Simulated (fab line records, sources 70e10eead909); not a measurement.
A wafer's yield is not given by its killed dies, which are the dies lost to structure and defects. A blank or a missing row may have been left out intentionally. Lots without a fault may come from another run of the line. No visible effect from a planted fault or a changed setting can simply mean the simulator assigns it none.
Chamber matching || flow nandHarc || NHARC_P_GATE_DESCUM_93 on rieDiel-09 has 4 sister chambers
The step chemistry O2, time 3 s. 4 wafers are shown with their chamber, then 7 later ones without.

EACH WAFER AND ITS CHAMBER
{"wafer": "L081.2", "chamber": 1, "showerheadPlenumPTorr (Torr)": 1.81}
{"wafer": "L084.5", "chamber": 2, "showerheadPlenumPTorr (Torr)": 1.99}
{"wafer": "L085.3", "chamber": 0, "showerheadPlenumPTorr (Torr)": 1.97}
{"wafer": "L085.4", "chamber": 3, "showerheadPlenumPTorr (Torr)": 2.03}

WAFERS MISSING THEIR CHAMBER
{"wafer": "L085.6", "showerheadPlenumPTorr (Torr)": 1.80}
{"wafer": "L086.2", "showerheadPlenumPTorr (Torr)": 1.97}
{"wafer": "L086.4", "showerheadPlenumPTorr (Torr)": 1.98}
{"wafer": "L086.5", "showerheadPlenumPTorr (Torr)": 1.80}
{"wafer": "L091.1", "showerheadPlenumPTorr (Torr)": 1.98}
{"wafer": "L091.2", "showerheadPlenumPTorr (Torr)": 1.80}
{"wafer": "L091.5", "showerheadPlenumPTorr (Torr)": 1.80}

CHAMBER TAKEN BY EACH
{"wafer": "L085.6", "from the rows above": 1, "in truth": 1}
{"wafer": "L086.2", "from the rows above": 0, "in truth": 0}
{"wafer": "L086.4", "from the rows above": "can't be placed: 0 or 2", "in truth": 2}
{"wafer": "L086.5", "from the rows above": 1, "in truth": 1}
{"wafer": "L091.1", "from the rows above": "can't be placed: 0 or 2", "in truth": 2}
{"wafer": "L091.2", "from the rows above": 1, "in truth": 1}
{"wafer": "L091.5", "from the rows above": 1, "in truth": 1}
Correctly placed: 5 of 7. Not placeable from these rows: 2 (in 2, the candidates include the true chamber). Wrongly placed: 0.
How it was worked out, from the rows above alone: a wafer's distance from a chamber is the root of the sum, over the readings, of the square of ((its reading less the chamber's mean) divided by the reading's scatter). The wafer belongs to the nearest chamber; if the next one is less than 2 further off, it can't be placed. Each chamber's mean is taken over the wafers shown for it. The scatter: with one shown wafer a chamber, the root of the mean of the squares of how far each hidden wafer lies from its nearest shown one.
